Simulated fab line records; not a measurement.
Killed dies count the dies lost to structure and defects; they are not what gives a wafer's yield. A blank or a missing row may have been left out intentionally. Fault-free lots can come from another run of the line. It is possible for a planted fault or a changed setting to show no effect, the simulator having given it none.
fab line records	flow n5Finfet
record lots=9	wafers=25	lastDay=18
route steps=1938 shown GATE_CUT@477 PASSIVATION@1936
lots untouched by any fault: they come from a run of this same line in which no faults occurred
startH: the number of hours between the record's first day and the start of the first shown wafer of the lot	waitH: hours since the lot's step before	" repeats the value in the row above	L1.1+2: a row that stands for several wafers	- no value present, or no start provided	* or withheld: withheld	< > ~ a bound
route shown NAME@n: names a module that has steps shown in the file, with the first one's number in the route	usual: mean/standard deviation of fault-free wafers	same: alike in all rows	chamber/n: place in a boat	sites: the reading at each site	_std_site: their standard deviation	_edge_site: mean of outer sites minus mean of inner sites	radiusMm: how far each site lies from the wafer's centre	mask NAME#n: copy n	behind: tool/chamber where the wafer was last shaped	hold: why the lot was held/for how many hours/how that ended	device: transistor that didn't switch, given as n, p or np	end of line: at the end of the route, the tests of the same wafers	for a step that has no rows: nothing shown but its recipe	killed: the dies lost at the first sort to structure and to defects; this is not the yield of the wafer	map: per-die view of a wafer (x killed, . not killed, _ where there is no die)
set.NAME: the run value of the setting; set.NAME@STEP: its run value at that earlier step	model.NAME: the simulator's own value behind a step, which no gauge read
a sample of lots followed through the steps of the route, with each step as a table and each wafer as a row
services: when a tool's chamber went out of use (startH, in hours from the record's first day, below 0 if earlier), for how many hours, and the reason
## steps
# step N5_GATE_CUT_HM_DEP_46
# recipe material=SiO2	targetThkA=1300	tempC=400	precursor=TEOS/O2	pressureTorr=6.5	rfW=900	teosFlowSccm=161.4	gas=O2	flowSccm=2650	timeS=26.6
# usual heaterPowerW=488/66	showerheadPlenumPTorr=8.32/0.032	throttleValvePct=19.2/1.1
lot.wafer	tool	chamber	startH	waitH	heaterPowerW	showerheadPlenumPTorr	throttleValvePct
L834.1	pecvd-04	1	96.64	0.0	441	8.34	19.7
L834.2	"	0	"	"	471	8.26	18.9
L834.6	"	2	"	"	567	8.30	18.6
L835.3	pecvd-01	1	102.57	0.0	424	8.37	21.0
L835.4	"	2	"	"	412	8.29	17.7
L835.5	"	0	"	"	519	8.33	18.0
L838.1	pecvd-02	0	118.60	0.0	532	8.32	20.3
L838.6	"	0	"	"	523	8.31	20.3
L839.4	pecvd-04	0	128.75	0.1	550	8.25	18.6
L839.6	"	2	"	"	537	8.28	18.4
L840.2	pecvd-04	0	135.46	0.0	502	8.26	18.6
L840.4	"	0	"	"	512	8.27	18.7
L840.5	"	2	"	"	545	8.28	18.5
L842.4	pecvd-01	2	147.92	0.1	407	8.32	18.2
L842.5	"	0	"	"	621	8.33	18.0
L842.6	"	1	"	"	424	8.37	21.2
L843.3	pecvd-04	0	148.53	0.0	414	8.25	19.2
L843.4	"	2	"	"	482	8.30	18.6
L843.5	"	0	"	"	422	8.28	18.7
L853.4	pecvd-01	2	214.84	0.1	420	8.29	18.0
L853.5	"	1	"	"	495	8.37	21.1
L853.6	"	0	"	"	521	8.36	18.1
L854.3	pecvd-01	0	215.88	0.1	542	8.30	17.8
L854.5	"	0	"	"	541	8.32	18.0
L854.6	"	1	"	"	470	8.36	20.9
# step N5_GATE_CUT_DESCUM_18
# recipe chemistry=O2	timeS=7	sourcePowerW=50	biasPowerW=20	pressureMtorr=20	rfFrequencyHz=2.712e+07	tempC=40	resist=CAR-EUV	o2FlowSccm=225
# usual drypumpMotorCurrentA=5.77/0.28	oesProductAu=0.79/0.082	rfVppV=242.6/1.4	showerheadPlenumPTorr=2.05/0.069	throttleValvePct=20.43/0.18
lot.wafer	tool	chamber	startH	waitH	drypumpMotorCurrentA	oesProductAu	rfHoursCounterH	rfVppV	showerheadPlenumPTorr	throttleValvePct
L834.1	rieDiel-06	0	97.22	0.0	5.55	0.91	14	242.3	2.05	20.20
L834.2	"	2	"	"	5.33	0.70	231	241.9	2.00	20.86
L834.6	"	0	"	"	5.56	0.91	-	241.6	2.05	20.20
L835.3	rieDiel-03	1	103.09	0.1	5.98	0.78	116	242.0	2.09	20.22
L835.4	"	3	"	"	5.70	0.78	145	242.1	2.00	20.55
L835.5	"	3	"	"	5.72	0.78	-	240.6	2.00	20.53
L838.1	rieDiel-03	2	119.14	0.1	6.08	0.71	178	241.9	1.99	20.36
L838.6	"	3	"	"	5.70	0.77	-	242.5	2.00	20.56
L839.4	rieDiel-06	1	129.19	0.0	5.64	0.75	151	241.7	2.03	20.51
L839.6	"	3	"	"	5.87	0.78	-	242.2	2.00	20.25
L840.2	rieDiel-03	1	135.92	0.0	5.96	0.77	126	244.0	2.08	20.24
L840.4	"	2	"	"	6.05	0.69	-	241.7	1.99	20.36
L840.5	"	1	"	"	5.95	0.77	-	244.0	2.08	20.25
L842.4	rieDiel-05	0	148.36	0.0	5.54	1.01	4	244.3	2.12	20.47
L842.5	"	1	"	"	5.76	0.74	-	244.5	2.18	20.42
L842.6	"	0	"	"	5.52	1.01	-	245.7	2.12	20.48
L843.3	rieDiel-05	1	149.18	0.2	5.79	0.75	151	243.4	2.18	20.39
L843.4	"	2	"	"	5.33	0.74	186	244.8	2.05	20.29
L843.5	"	3	"	"	5.96	0.84	-	243.7	2.13	20.63
L853.4	rieDiel-06	2	215.27	0.0	5.31	0.98	2	244.9	2.26	20.45
L853.5	"	2	"	"	5.33	0.97	-	247.8	2.26	20.46
L853.6	"	1	"	"	5.64	0.74	-	241.1	2.02	20.57
L854.3	rieDiel-06	1	216.46	0.0	5.63	0.74	178	241.4	2.02	20.53
L854.5	"	1	"	"	5.64	0.74	-	242.4	2.02	20.54
L854.6	"	0	"	"	5.57	0.85	-	241.9	2.04	20.24
# step N5_GATE_CUT_ETCH_36
# recipe chemistry=CF4	target=SiARC	targetDepthA=130	maskMaterial=CAR-EUV	timeS=21.7	ionEnergyEv=80	pressureMtorr=40	sourceW=545	biasW=36	Ar_flow_sccm=100	cf4FlowSccm=100	ends=cleared
# usual cf4FlowSccm=100.0/0.33	drypumpMotorCurrentA=5.76/0.28	etchRfOnTimeS=21.4/0.85	mfcArSccm=100.0/0.42	oesProductAu=0.68/0.069	rfVppV=183.6/1.1	showerheadPlenumPTorr=2.11/0.069	throttleValvePct=15.63/0.19
lot.wafer	tool	chamber	startH	waitH	cf4FlowSccm	drypumpMotorCurrentA	etchRfOnTimeS	mfcArSccm	oesProductAu	rfHoursCounterH	rfVppV	showerheadPlenumPTorr	throttleValvePct
L834.1	rieDiel-06	0	97.28	0.0	99.8	5.56	22.1	99.9	0.78	14	184.6	2.10	15.24
L834.2	"	2	"	"	100.3	5.33	20.6	100.6	0.61	231	182.7	2.05	15.96
L834.6	"	0	"	"	99.2	5.55	22.0	100.5	0.78	-	183.7	2.10	15.23
L835.3	rieDiel-03	1	103.14	0.0	100.1	5.98	20.5	99.6	0.70	116	183.9	2.16	15.64
L835.4	"	3	"	"	100.0	5.70	21.8	99.5	0.67	145	182.5	2.07	15.85
L835.5	"	3	"	"	100.1	5.70	21.8	99.8	0.67	-	184.0	2.07	15.85
L838.1	rieDiel-03	2	119.19	0.0	99.9	6.11	21.2	100.3	0.62	178	183.6	2.06	15.60
L838.6	"	3	"	"	100.0	5.70	21.8	100.1	0.67	-	184.5	2.07	15.86
L839.4	rieDiel-06	1	129.25	0.0	99.9	5.65	21.3	100.2	0.66	151	183.3	2.06	15.62
L839.6	"	3	"	"	100.0	5.88	20.4	99.9	0.69	-	183.5	2.06	15.49
L840.2	rieDiel-03	1	135.97	0.0	100.4	5.97	20.4	100.4	0.69	126	184.9	2.16	15.66
L840.4	"	2	"	"	99.9	6.06	21.1	100.6	0.61	-	182.2	2.06	15.62
L840.5	"	1	"	"	100.1	5.98	20.3	100.4	0.70	-	182.8	2.16	15.66
L842.4	rieDiel-05	0	148.42	0.0	99.9	5.52	20.7	99.9	0.86	4	184.8	2.19	15.78
L842.5	"	1	"	"	100.3	5.78	20.9	100.1	0.66	-	184.4	2.23	15.61
L842.6	"	0	"	"	100.2	5.49	20.8	100.1	0.86	-	184.8	2.19	15.77
L843.3	rieDiel-05	1	149.24	0.0	100.5	5.74	21.0	99.8	0.66	151	185.8	2.23	15.62
L843.4	"	2	"	"	100.3	5.33	23.2	100.1	0.60	186	185.1	2.15	15.81
L843.5	"	3	"	"	100.3	5.98	22.4	99.7	0.71	-	183.7	2.19	15.77
L853.4	rieDiel-06	2	215.33	0.0	100.1	5.33	21.0	100.2	0.83	2	186.6	2.30	15.49
L853.5	"	2	"	"	100.7	5.34	20.7	100.2	0.86	-	186.2	2.30	15.48
L853.6	"	1	"	"	100.0	5.65	21.3	99.9	0.65	-	182.5	2.05	15.65
L854.3	rieDiel-06	1	216.51	0.0	100.3	5.64	21.3	99.7	0.65	178	183.8	2.05	15.66
L854.5	"	1	"	"	100.5	5.64	21.5	99.6	0.64	-	181.8	2.05	15.65
L854.6	"	0	"	"	99.4	5.56	22.1	100.1	0.74	-	183.0	2.09	15.29
# step N5_GATE_CUT_ETCH_37
# recipe chemistry=N2/H2	target=SOC	targetDepthA=600	overetchA=120	maskMaterial=SiARC	tempC=40	timeS=90	ionEnergyEv=200	pressureMtorr=30	sourceW=840	biasW=150	n2FlowSccm=200	h2FlowSccm=200
# usual drypumpMotorCurrentA=5.77/0.28	oesProductAu=0.71/0.072	rfVppV=522.4/2.4	showerheadPlenumPTorr=2.50/0.086	throttleValvePct=17.86/0.21
lot.wafer	tool	chamber	startH	waitH	drypumpMotorCurrentA	oesProductAu	rfHoursCounterH	rfVppV	showerheadPlenumPTorr	throttleValvePct
L834.1	rieDiel-06	0	97.30	0.0	5.55	0.83	14	522.7	2.49	17.63
L834.2	"	2	"	"	5.32	0.63	231	519.2	2.43	18.28
L834.6	"	0	"	"	5.56	0.83	-	522.2	2.49	17.61
L835.3	rieDiel-03	1	103.17	0.0	5.96	0.70	116	525.2	2.57	17.92
L835.4	"	3	"	"	5.72	0.70	146	520.7	2.45	18.05
L835.5	"	3	"	"	5.69	0.70	-	520.3	2.45	18.05
L838.1	rieDiel-03	2	119.22	0.0	6.08	0.63	178	522.5	2.43	17.71
L838.6	"	3	"	"	5.70	0.70	-	520.6	2.45	18.05
L839.4	rieDiel-06	1	129.27	0.0	5.65	0.68	151	519.1	2.45	17.94
L839.6	"	3	"	"	5.85	0.70	-	521.1	2.43	17.63
L840.2	rieDiel-03	1	136.00	0.0	5.97	0.71	126	524.7	2.57	17.94
L840.4	"	2	"	"	6.09	0.64	-	521.0	2.43	17.73
L840.5	"	1	"	"	5.98	0.70	-	524.9	2.57	17.94
L842.4	rieDiel-05	0	148.44	0.0	5.53	0.88	4	524.2	2.62	18.09
L842.5	"	1	"	"	5.75	0.66	-	526.7	2.66	17.76
L842.6	"	0	"	"	5.54	0.87	-	525.4	2.62	18.08
L843.3	rieDiel-05	1	149.26	0.0	5.81	0.68	151	527.1	2.65	17.75
L843.4	"	2	"	"	5.33	0.66	186	525.2	2.49	17.64
L843.5	"	3	"	"	5.95	0.76	-	522.5	2.60	18.16
L853.4	rieDiel-06	2	215.35	0.0	5.33	0.87	2	527.4	2.75	17.85
L853.5	"	2	"	"	5.35	0.87	-	528.6	2.75	17.85
L853.6	"	1	"	"	5.63	0.67	-	519.3	2.44	18.00
L854.3	rieDiel-06	1	216.54	0.0	5.64	0.67	178	520.8	2.44	17.99
L854.5	"	1	"	"	5.62	0.67	-	521.4	2.44	17.98
L854.6	"	0	"	"	5.57	0.77	-	523.6	2.48	17.66
# step N5_GATE_CUT_HM_OPEN_40
# recipe chemistry=C4F6/O2	target=SiO2	maskMaterial=SiARC	targetDepthA=1390	timeS=85.1	ionEnergyEv=250	pressureMtorr=30	sourceW=345	biasW=185	Ar_flow_sccm=300	C4F6_flow_sccm=10	O2_flow_sccm=10	ends=cleared
# usual drypumpMotorCurrentA=5.77/0.28	etchRfOnTimeS=93.8/2.7	mfcArSccm=299.9/1	oesProductAu=0.72/0.075	rfVppV=664/15	showerheadPlenumPTorr=2.79/0.094	throttleValvePct=20.91/0.25
lot.wafer	tool	chamber	startH	waitH	drypumpMotorCurrentA	etchRfOnTimeS	mfcArSccm	oesProductAu	rfHoursCounterH	rfVppV	showerheadPlenumPTorr	throttleValvePct
L834.1	rieDiel-06	0	97.39	0.0	5.57	94.1	299.8	0.84	14	671	2.77	20.54
L834.2	"	2	"	"	5.34	93.3	298.8	0.65	231	669	2.73	21.35
L834.6	"	0	"	"	5.57	92.9	300.6	0.84	-	672	2.77	20.53
L835.3	rieDiel-03	1	103.25	0.0	6.00	93.1	300.2	0.72	116	652	2.85	20.85
L835.4	"	3	"	"	5.69	94.7	301.1	0.71	146	674	2.73	21.08
L835.5	"	3	"	"	5.70	97.2	298.8	0.70	-	673	2.73	21.06
L838.1	rieDiel-03	2	119.30	0.0	6.03	93.7	300.9	0.64	178	641	2.76	21.05
L838.6	"	3	"	"	5.70	98.1	299.2	0.71	-	672	2.73	21.07
L839.4	rieDiel-06	1	129.36	0.0	5.63	96.8	298.1	0.69	151	645	2.69	20.64
L839.6	"	3	"	"	5.88	89.0	300.4	0.72	-	667	2.72	20.72
L840.2	rieDiel-03	1	136.08	0.0	5.95	94.6	300.2	0.72	126	650	2.85	20.85
L840.4	"	2	"	"	6.07	97.9	299.2	0.63	-	638	2.76	21.07
L840.5	"	1	"	"	6.00	92.5	299.3	0.71	-	650	2.85	20.85
L842.4	rieDiel-05	0	148.53	0.0	5.52	90.3	299.7	0.91	4	666	2.91	21.19
L842.5	"	1	"	"	5.78	92.4	300.0	0.69	-	685	2.93	20.70
L842.6	"	0	"	"	5.50	90.5	298.5	0.91	-	666	2.91	21.17
L843.3	rieDiel-05	1	149.35	0.0	5.78	91.6	301.3	0.69	151	685	2.93	20.72
L843.4	"	2	"	"	5.33	97.1	300.3	0.64	186	662	2.87	21.25
L843.5	"	3	"	"	5.95	96.4	299.3	0.76	-	681	2.92	21.23
L853.4	rieDiel-06	2	215.44	0.0	5.36	91.7	300.4	0.90	2	680	3.06	20.96
L853.5	"	2	"	"	5.36	66.6	299.1	0.89	-	679	3.06	20.96
L853.6	"	1	"	"	5.65	93.8	300.4	0.67	-	645	2.68	20.66
L854.3	rieDiel-06	1	216.62	0.0	5.66	67.7	299.3	0.68	178	645	2.68	20.67
L854.5	"	1	"	"	5.65	66.7	299.9	0.68	-	644	2.68	20.68
L854.6	"	0	"	"	5.55	95.6	300.7	0.79	-	672	2.75	20.56
# step N5_GATE_CUT_THK_MEAS_24
# recipe reads=SiO2_of_GATE_CUT_HM_DEP_46+SiO2_flowable_of_ILD0_FCVD_FILL_01
# usual GC_FILL_THK=220.5/2.6
lot.wafer	tool	chamber	startH	waitH	GC_FILL_THK[nm]
L834.1	filmMetro-01	-	99.84	-	219.7
L834.2	"	-	"	"	224.2
L834.6	"	-	"	"	218.8
L835.3	filmMetro-01	-	105.71	-	218.0
L835.4	"	-	"	"	223.3
L835.5	"	-	"	"	224.5
L838.1	filmMetro-01	-	121.80	-	220.1
L838.6	"	-	"	"	223.4
L839.4	filmMetro-02	-	131.82	-	225.9
L839.6	"	-	"	"	217.4
L840.2	filmMetro-02	-	138.55	-	223.4
L840.4	"	-	"	"	224.0
L840.5	"	-	"	"	219.6
L842.4	filmMetro-01	-	150.99	-	219.3
L842.5	"	-	"	"	221.4
L842.6	"	-	"	"	219.5
L843.3	filmMetro-01	-	152.15	-	220.0
L843.4	"	-	"	"	219.3
L843.5	"	-	"	"	224.5
L853.4	filmMetro-01	-	217.91	-	216.0
L853.5	"	-	"	"	184.9
L853.6	"	-	"	"	218.5
L854.3	filmMetro-01	-	219.14	-	185.9
L854.5	"	-	"	"	183.4
L854.6	"	-	"	"	222.2
# step N5_PASSIVATION_PROBE_49
# usual killed_at_M0_to_M3=34/11	killed_at_M4_up=14/5.6	killedAtContacts=13/5.9	killedAtFrontEnd=40/11	killedAtOther=4/3.1	killedDies=105/16	killedOpen=68/11	killedShort=34/8.4
# same grossDies=1180	killedAtBackSide=0
lot.wafer	tool	chamber	startH	waitH	killed_at_M0_to_M3	killed_at_M4_up	killedAtContacts	killedAtFrontEnd	killedAtOther	killedDies	killedOpen	killedShort
L834.1	prober-02	-	295.38	0.0	35	10	23	44	2	114	70	44
L834.2	prober-02	-	295.43	0.1	22	8	10	42	7	89	49	39
L834.6	prober-02	-	295.63	0.3	46	10	5	38	1	100	64	36
L835.3	prober-01	-	300.18	0.1	28	14	9	39	3	93	56	27
L835.4	prober-01	-	300.23	0.2	31	10	11	27	2	81	52	29
L835.5	prober-01	-	300.28	0.2	40	8	4	35	5	92	49	35
L838.1	prober-01	-	317.45	0.0	38	10	7	40	6	101	67	34
L838.6	prober-01	-	317.70	0.3	25	10	13	50	2	100	56	41
L839.4	prober-02	-	320.32	0.2	57	12	10	33	1	113	71	34
L839.6	prober-02	-	320.42	0.3	33	13	14	35	2	97	66	28
L840.2	prober-02	-	344.68	0.6	37	17	7	29	3	93	59	34
L840.4	prober-02	-	344.78	0.7	45	17	12	22	2	98	58	34
L840.5	prober-02	-	344.83	0.7	60	16	14	16	1	107	66	38
L842.4	prober-01	-	353.80	0.2	24	13	24	38	2	101	70	29
L842.5	prober-01	-	353.85	0.2	26	8	33	41	2	110	72	38
L842.6	prober-01	-	353.90	0.3	33	6	14	48	4	105	66	37
L843.3	prober-02	-	353.92	0.1	44	11	12	40	4	111	70	41
L843.4	prober-02	-	353.97	0.2	61	16	8	46	4	135	81	54
L843.5	prober-02	-	354.02	0.2	36	8	8	23	0	75	47	28
L853.4	prober-02	-	430.08	1.6	26	21	23	50	2	122	86	36
L853.5	prober-02	-	430.13	1.6	42	19	11	23	2	97	73	24
L853.6	prober-02	-	430.18	1.7	30	31	7	40	6	114	85	27
L854.3	prober-01	-	442.74	0.1	22	6	22	50	9	109	76	26
L854.5	prober-01	-	442.84	0.2	29	14	12	42	5	102	72	28
L854.6	prober-01	-	442.89	0.3	33	8	18	50	9	118	80	32
# killed by level:class
L834.1 MOL_CONTACT_COAG:geometricParticle:open=21 FIN_SAQP:geometricParticle:open=12 BEOL_M0_SAQP:geometricParticle:open=10 BEOL_M0_SAQP:geometricParticle:short=9 GATE_CUT:geometricParticle:short=8 BEOL_M2:geometricParticle:open=5 FIN_SAQP:geometricParticle:short=4 BEOL_M5:geometricParticle:open=4
L834.2 FIN_SAQP:geometricParticle:short=10 GATE_CUT:geometricParticle:short=7 MOL_CONTACT_COAG:geometricParticle:open=6 BEOL_M2:geometricParticle:open=6 FIN_SAQP:geometricParticle:open=5 FIN_CUT:geometricParticle:short=4 DUMMY_GATE:geometricParticle:open=4 MOL_CONTACT_COAG:geometricParticle:short=4
L834.6 BEOL_M0_SAQP:geometricParticle:open=19 STI_FIN_REVEAL:geometricParticle:open=14 BEOL_M0_SAQP:geometricParticle:short=10 BEOL_M2:geometricParticle:open=7 GATE_CUT:geometricParticle:short=5 BEOL_M2:geometricParticle:short=5 FIN_SAQP:geometricParticle:open=4 STARTING-WAFER:geometricParticle:open=4
L835.3 BEOL_M0_SAQP:geometricParticle:open=10 HKMG_FIN:areaEtch=8 MOL_CONTACT_COAG:geometricParticle:open=7 BEOL_M2:geometricParticle:open=7 DUMMY_GATE:geometricParticle:open=6 BEOL_M0_SAQP:geometricParticle:short=5 FIN_SAQP:geometricParticle:short=4 STARTING-WAFER:geometricParticle:short=4
L835.4 BEOL_M0_SAQP:geometricParticle:short=12 MOL_CONTACT_COAG:geometricParticle:open=10 FIN_SAQP:geometricParticle:open=6 STI_FIN_REVEAL:geometricParticle:open=6 FIN_SAQP:geometricParticle:short=5 BEOL_M2:geometricParticle:open=5 BEOL_M5:geometricParticle:open=4 BEOL_M1:geometricParticle:open=4
L835.5 BEOL_M2:geometricParticle:open=14 BEOL_M0_SAQP:geometricParticle:short=10 FIN_SAQP:geometricParticle:open=8 HKMG_FIN:areaEtch=8 FIN_SAQP:geometricParticle:short=6 BEOL_M2:geometricParticle:short=6 BEOL_M0_SAQP:geometricParticle:open=5 BEOL_M7:geometricParticle:open=4
L838.1 FIN_SAQP:geometricParticle:open=14 BEOL_M1:geometricParticle:open=11 BEOL_M4:geometricParticle:open=9 FIN_SAQP:geometricParticle:short=8 MOL_CONTACT_COAG:geometricParticle:open=6 BEOL_M0_SAQP:geometricParticle:short=5 BEOL_M0_SAQP:geometricParticle:open=5 BEOL_M1:geometricParticle:short=4
L838.6 FIN_SAQP:geometricParticle:short=19 FIN_SAQP:geometricParticle:open=13 MOL_CONTACT_COAG:geometricParticle:open=10 BEOL_M0:geometricParticle:open=6 BEOL_M4:geometricParticle:open=6 GATE_CUT:geometricParticle:short=4 BEOL_M0_SAQP:geometricParticle:short=4 BEOL_M0_SAQP:geometricParticle:open=4
L839.4 BEOL_M2:geometricParticle:open=20 FIN_SAQP:geometricParticle:open=8 FIN_SAQP:geometricParticle:short=7 MOL_CONTACT_COAG:geometricParticle:open=7 BEOL_M2:geometricParticle:short=7 BEOL_M4:geometricParticle:open=7 BEOL_M0_SAQP:geometricParticle:short=6 BEOL_M1:geometricParticle:open=6
L839.6 MOL_CONTACT_COAG:geometricParticle:open=13 DUMMY_GATE:geometricParticle:open=8 BEOL_M3:geometricParticle:open=7 FIN_SAQP:geometricParticle:open=6 BEOL_M2:geometricParticle:open=6 BEOL_M1:geometricParticle:open=5 BEOL_M4:geometricParticle:open=5 STI_FIN_REVEAL:geometricParticle:open=3
L840.2 BEOL_M0_SAQP:geometricParticle:short=11 BEOL_M2:geometricParticle:open=11 BEOL_M4:geometricParticle:open=8 MOL_CONTACT_COAG:geometricParticle:open=6 BEOL_M0_SAQP:geometricParticle:open=6 DUMMY_GATE:geometricParticle:open=5 GATE_CUT:geometricParticle:open=5 FIN_SAQP:geometricParticle:short=4
L840.4 BEOL_M0_SAQP:geometricParticle:short=15 BEOL_M0_SAQP:geometricParticle:open=15 MOL_CONTACT_COAG:geometricParticle:open=8 BEOL_M2:geometricParticle:open=7 BEOL_M4:geometricParticle:open=7 MOL_CONTACT_COAG:geometricParticle:short=4 STARTING-WAFER:geometricParticle:open=4 STARTING-WAFER:geometricParticle:short=3
L840.5 BEOL_M0_SAQP:geometricParticle:open=23 BEOL_M0_SAQP:geometricParticle:short=22 MOL_CONTACT_COAG:geometricParticle:open=11 BEOL_M2:geometricParticle:open=6 BEOL_M3:geometricParticle:open=5 BEOL_M5:geometricParticle:open=4 FIN_SAQP:geometricParticle:short=3 GATE_CUT:geometricParticle:open=3
L842.4 MOL_CONTACT_COAG:geometricParticle:open=21 FIN_SAQP:geometricParticle:open=11 BEOL_M0_SAQP:geometricParticle:short=10 BEOL_M0_SAQP:geometricParticle:open=6 BEOL_M3:geometricParticle:open=6 BEOL_M4:geometricParticle:open=6 STI_FIN_REVEAL:geometricParticle:open=5 STARTING-WAFER:geometricParticle:open=5
L842.5 MOL_CONTACT_COAG:geometricParticle:open=25 STI_FIN_REVEAL:geometricParticle:open=13 BEOL_M0_SAQP:geometricParticle:short=9 MOL_CONTACT_COAG:geometricParticle:short=8 BEOL_M0_SAQP:geometricParticle:open=7 DUMMY_GATE:geometricParticle:open=6 FIN_SAQP:geometricParticle:open=5 FIN_SAQP:geometricParticle:short=5
L842.6 FIN_SAQP:geometricParticle:open=12 STI_FIN_REVEAL:geometricParticle:open=11 MOL_CONTACT_COAG:geometricParticle:open=11 BEOL_M0_SAQP:geometricParticle:short=9 BEOL_M0_SAQP:geometricParticle:open=7 FIN_SAQP:geometricParticle:short=6 STI_FIN_REVEAL:geometricParticle:short=6 BEOL_M3:geometricParticle:open=6
L843.3 BEOL_M0_SAQP:geometricParticle:short=16 BEOL_M0_SAQP:geometricParticle:open=11 MOL_CONTACT_COAG:geometricParticle:open=11 STI_FIN_REVEAL:geometricParticle:open=9 GATE_CUT:geometricParticle:short=9 FIN_SAQP:geometricParticle:open=6 BEOL_M2:geometricParticle:open=5 BEOL_M1:geometricParticle:open=5
L843.4 BEOL_M0_SAQP:geometricParticle:short=19 BEOL_M0_SAQP:geometricParticle:open=17 FIN_SAQP:geometricParticle:short=13 BEOL_M3:geometricParticle:open=12 BEOL_M4:geometricParticle:open=7 DUMMY_GATE:geometricParticle:open=6 GATE_CUT:geometricParticle:short=6 MOL_CONTACT_COAG:geometricParticle:open=6
L843.5 BEOL_M1:geometricParticle:open=9 BEOL_M0_SAQP:geometricParticle:open=7 FIN_SAQP:geometricParticle:short=6 BEOL_M2:geometricParticle:open=6 GATE_CUT:geometricParticle:short=5 FIN_SAQP:geometricParticle:open=4 MOL_CONTACT_COAG:geometricParticle:open=4 MOL_CONTACT_COAG:geometricParticle:short=4
L853.4 MOL_CONTACT_COAG:geometricParticle:open=16 FIN_SAQP:geometricParticle:open=13 STI_FIN_REVEAL:geometricParticle:open=11 BEOL_M4:geometricParticle:open=11 BEOL_M0_SAQP:geometricParticle:open=9 MOL_CONTACT_COAG:geometricParticle:short=7 GATE_CUT:geometricParticle:open=5 BEOL_M0_SAQP:geometricParticle:short=5
L853.5 BEOL_M3:geometricParticle:open=12 FIN_SAQP:geometricParticle:open=9 BEOL_M0_SAQP:geometricParticle:open=9 MOL_CONTACT_COAG:geometricParticle:open=8 BEOL_M0_SAQP:geometricParticle:short=7 BEOL_M2:geometricParticle:open=6 BEOL_M4:geometricParticle:open=6 BEOL_M1:geometricParticle:open=4
L853.6 BEOL_M4:geometricParticle:open=18 STI_FIN_REVEAL:geometricParticle:open=18 BEOL_M3:geometricParticle:open=7 MOL_CONTACT_COAG:geometricParticle:open=6 BEOL_M0_SAQP:geometricParticle:short=6 FIN_SAQP:geometricParticle:open=5 ILD0:geometricParticle:open=5 BEOL_M5:geometricParticle:open=5
L854.3 MOL_CONTACT_COAG:geometricParticle:open=18 STI_FIN_REVEAL:geometricParticle:open=13 FIN_SAQP:geometricParticle:open=8 BEOL_M2:geometricParticle:open=7 STI_FIN_REVEAL:geometricParticle:short=6 DUMMY_GATE:geometricParticle:open=6 FIN_SAQP:geometricParticle:short=5 HKMG_FIN:areaEtch=5
L854.5 STI_FIN_REVEAL:geometricParticle:open=14 BEOL_M4:geometricParticle:open=11 MOL_CONTACT_COAG:geometricParticle:open=11 FIN_SAQP:geometricParticle:short=8 BEOL_M2:geometricParticle:open=8 BEOL_M0_SAQP:geometricParticle:short=6 ILD0:geometricParticle:short=4 BEOL_M1:geometricParticle:open=4
L854.6 STI_FIN_REVEAL:geometricParticle:open=14 MOL_CONTACT_COAG:geometricParticle:open=11 DUMMY_GATE:geometricParticle:open=7 MOL_CONTACT_COAG:geometricParticle:short=7 BEOL_M0_SAQP:geometricParticle:open=7 BEOL_M2:geometricParticle:open=7 BEOL_M1:geometricParticle:open=6 HKMG_FIN:areaEtch=6
## services
tool	chamber	startH	hours	kind
rieDiel-05	2	75.18	5.8	repair
rieDiel-05	0	87.02	11.6	repair
pecvd-01	-	88.76	2.8	repair
rieDiel-06	-	90.88	0.7	repair
pecvd-02	0	93.59	4.7	repair
pecvd-01	-	94.07	6.0	pm
pecvd-02	-	101.28	1.1	repair
pecvd-02	2	110.89	8.5	repair
rieDiel-03	0	116.90	-	clean
rieDiel-03	0	116.90	-	consumableReplace:esc
rieDiel-03	0	116.90	-	consumableReplace:focusRing
pecvd-02	0	131.36	4.5	repair
rieDiel-03	1	154.43	5.8	repair
rieDiel-06	3	165.87	11.5	repair
pecvd-04	1	171.87	21.9	repair
pecvd-01	2	180.44	14.7	repair
rieDiel-06	2	182.28	6.3	repair
rieDiel-06	2	188.79	-	clean
rieDiel-06	2	188.79	-	consumableReplace:focusRing
rieDiel-06	2	188.79	-	consumableReplace:showerhead
rieDiel-06	2	188.79	20.9	scheduledDown
rieDiel-06	2	188.79	20.9	ventCycle
pecvd-01	-	196.23	0.5	repair
rieDiel-03	3	204.13	13.8	repair
## key
firstSign step=N5_GATE_CUT_HM_OPEN_40	reading=etchRfOnTimeS	direction=down	sigmas=10	usual=*	struck=*
effect step=N5_GATE_CUT_THK_MEAS_24	reading=GC_FILL_THK	direction=down	sigmas=14	usual=220.5	struck=184.8
metAt N5_GATE_CUT_HM_DEP_46
struckLots L853,L854
struckWafers L853.5,L854.3,L854.5
testerLeftOut L853,L854
notActingAt N5_GATE_CUT_DESCUM_18,N5_GATE_CUT_ETCH_36,N5_GATE_CUT_ETCH_37
onsetBetween 147.92 214.84
fault kind=processParameterDrift	tool=pecvd-01	chamber=-	onsetH=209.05	steps=N5_GATE_CUT_HM_DEP_46	channel=timeS	offset=*	shape=step	endH=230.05	scope=struckWafersOnly	actsIn=*	stated=*
# testerLeftOut: of these lots the tester's yield and bins aren't shown, on N5 and GAA mostly nor the transistor test; their killed dies are dies lost to structure and defects alone, not to doping, threshold or leakage, so they don't give the yield
